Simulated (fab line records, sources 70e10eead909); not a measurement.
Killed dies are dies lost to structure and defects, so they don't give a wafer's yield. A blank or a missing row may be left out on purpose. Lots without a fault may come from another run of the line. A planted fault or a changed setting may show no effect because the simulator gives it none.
A struck lot beside a sound one | flow nand_harc | 43 steps out of a route of 1302
Sound: wafers L786.1, L786.2, L786.3. Struck: wafers L799.1, L799.2, L799.6. The cause comes at the end.
At each step with rows: each side's tool, then ch and its chambers, then its first start. Under that, the readings that differ: sound wafers | struck wafers | difference of the means | sigmas: that difference in standard deviations of wafers without a fault.
alike: readings whose means differ by less than 2 such deviations, and words and numbers that are the same on both sides. not compared: withheld readings, readings that some wafer has no value for, bounds like >300 that may hide the same value, and numbers for which the record gives no deviation and whose values overlap.
The two part at a step that has a row with sigmas, a row that says differs or no value, or rows on one side only. Numbers that don't overlap but have no deviation are shown without sigmas and don't part them. A reading that every wafer of one side lacks parts them only if that side has two wafers or more.

first, 5 steps without rows for these wafers: NHARC_A_CONTACT_ETCH_121 (etches the open film in C4F8/O2/Ar, time 190 s, target depth 1850 nm); NHARC_A_CONTACT_ETCH_122 (etches the open film in C4F8/O2/Ar, time 190 s, target depth 1850 nm); NHARC_A_CONTACT_ETCH_123 (etches the open film in C4F8/O2/Ar, time 490 s, target depth 2110 nm); NHARC_A_CONTACT_ETCH_90 (etches the open film in CH3F/O2, target depth 40 nm, time 85.7 s); NHARC_A_CONTACT_ETCH_96 (etches the open film in C4F6/O2, target depth 20 nm, time 10 s).
NHARC_A_CONTACT_CD_MEAS_53:
  sound on cd_sem-02, day 22 09:35; struck on cd_sem-02, day 27 09:49
  alike: cd_nm
then, 6 steps without rows for these wafers: NHARC_A_CONTACT_STRIP_99 (strips in N2/H2); NHARC_A_CONTACT_STRIP_100 (strips in CF4/CHF3); NHARC_A_CONTACT_STRIP_101 (strips in O2/COS); NHARC_A_CONTACT_ETCH_102 (etches the open film in CF4/O2, target depth 100 nm, overetch 10 nm, time 55 s); NHARC_A_CONTACT_STRIP_55 (strips in O2); NHARC_A_CONTACT_STRIP_56 (strips in post etch residue remover, time 600 s).
NHARC_A_CONTACT_DEP_57: deposits aC, target thk 5300 nm.
  sound on acl_dep-02 ch 0, day 22 11:45; struck on acl_dep-03, day 27 10:46
  no value came back on the struck wafers for susceptor_temp_C (C), throttle_valve_pct (%); on the sound wafers susceptor_temp_C (C) reads 400.24 400.39 399.91
then, 11 steps without rows for these wafers: NHARC_A_CONTACT_DEP_58 (deposits SiON, target thk 90 nm); NHARC_A_CONTACT_DEHYDRATE_59 (time 120 s); NHARC_A_CONTACT_HMDS_60 (time 30 s); NHARC_A_CONTACT_COAT_61 (time 75 s); NHARC_A_CONTACT_COAT_62 (time 65 s); NHARC_A_CONTACT_COAT_63 (resist thk 90 nm); NHARC_A_CONTACT_SOFTBAKE_64 (time 55 s); NHARC_A_CONTACT_EBR_65; NHARC_A_CONTACT_EXPOSE_66 (exposes mask A CC 2); NHARC_A_CONTACT_PEB_67 (peb time 65 s); NHARC_A_CONTACT_DEVELOP_68 (develop time 35 s).
NHARC_A_CONTACT_CD_MEAS_69: target cd 300 nm.
  sound on cd_sem-03 ch 0, day 22 15:43; struck on cd_sem-02 ch 0, day 27 14:37
  alike: cd_nm
NHARC_A_CONTACT_OVL_MEAS_70:
  sound on overlay-01, day 22 15:48; struck on overlay-02, day 27 14:41
  reading           | sound          | struck      | difference | sigmas
  overlay_x_nm (nm) | -1.6 -0.8 -1.4 | 1.4 1.3 1.4 | +2.6       | +3
  alike: overlay_y_nm
NHARC_A_CONTACT_INSPECT_71:
  sound on defect_inspect-01, day 22 15:50; struck on defect_inspect-02, day 27 14:44
  alike: raw_defect_count
NHARC_A_CONTACT_DESCUM_74: chemistry O2, time 3 s.
  sound on rie_diel-07 ch 0,2,3, day 22 15:54; struck on rie_diel-04 ch 1,2,3, day 27 14:48
  alike: drypump_motor_current_A, oes_product_au, rf_vpp_V, showerhead_plenum_p_Torr, throttle_valve_pct
  not compared: rf_hours_counter_h
then, 1 step without rows for these wafers: NHARC_A_CONTACT_ETCH_75 (etches the open film in CF4, target depth 39 nm, time 65 s).
NHARC_A_CONTACT_ETCH_76: etches the open film in N2/H2, target depth 260 nm, time 475.3 s.
  sound on rie_diel-07 ch 0,1,2; struck on rie_diel-04 ch 0,2,3
  alike: drypump_motor_current_A, oes_product_au, rf_vpp_V, showerhead_plenum_p_Torr, throttle_valve_pct
  not compared: rf_hours_counter_h
then, 3 steps without rows for these wafers: NHARC_A_CONTACT_ETCH_77 (etches the open film in CF4/CHF3, target depth 108.9 nm, time 54.5 s); NHARC_A_CONTACT_ETCH_78 (etches the open film in O2/COS, target depth 5300 nm, time 1378 s); NHARC_A_CONTACT_ETCH_124 (etches the open film in C4F8/O2/Ar, time 140 s, target depth 700 nm).
NHARC_A_CONTACT_ETCH_125: etches the open film in C4F8/O2/Ar, time 197 s, target depth 1918 nm.
  sound on har_cap_etch-03 ch 0,1, day 22 17:38; struck on har_cap_etch-01 ch 0,1, day 27 16:32
  not compared: rf_hours_counter_h
then, 1 step without rows for these wafers: NHARC_A_CONTACT_ETCH_126 (etches the open film in C4F8/O2/Ar, time 197 s, target depth 1918 nm).
NHARC_A_CONTACT_ETCH_127: etches the open film in C4F8/O2/Ar, time 197 s, target depth 1918 nm.
  sound on har_cap_etch-03 ch 0,1, day 22 17:59; struck on har_cap_etch-01 ch 0,1, day 27 16:53
  not compared: rf_hours_counter_h
then, 5 steps without rows for these wafers: NHARC_A_CONTACT_ETCH_128 (etches the open film in C4F8/O2/Ar, time 197 s, target depth 1918 nm); NHARC_A_CONTACT_ETCH_129 (etches the open film in C4F8/O2/Ar, time 197 s, target depth 1918 nm); NHARC_A_CONTACT_ETCH_130 (etches the open film in C4F8/O2/Ar, time 197 s, target depth 1918 nm); NHARC_A_CONTACT_ETCH_131 (etches the open film in C4F8/O2/Ar, time 197 s, target depth 1918 nm); NHARC_A_CONTACT_ETCH_132 (etches the open film in C4F8/O2/Ar, time 197 s, target depth 1924 nm).
NHARC_A_CONTACT_ETCH_133: etches the open film in C4F8/O2/Ar, time 374 s, target depth 1610 nm.
  sound on har_cap_etch-03 ch 0,1, day 22 19:04; struck on har_cap_etch-01 ch 0,1, day 27 17:57
  not compared: rf_hours_counter_h
NHARC_END_SORT_01:
  the record has rows for the sound wafers here (prober-02 ch 0, day 25 03:50) and none for the struck ones

WHERE THEY PART
First at NHARC_A_CONTACT_DEP_57; last, within this record, at NHARC_END_SORT_01.

WHY: what the simulator had put in
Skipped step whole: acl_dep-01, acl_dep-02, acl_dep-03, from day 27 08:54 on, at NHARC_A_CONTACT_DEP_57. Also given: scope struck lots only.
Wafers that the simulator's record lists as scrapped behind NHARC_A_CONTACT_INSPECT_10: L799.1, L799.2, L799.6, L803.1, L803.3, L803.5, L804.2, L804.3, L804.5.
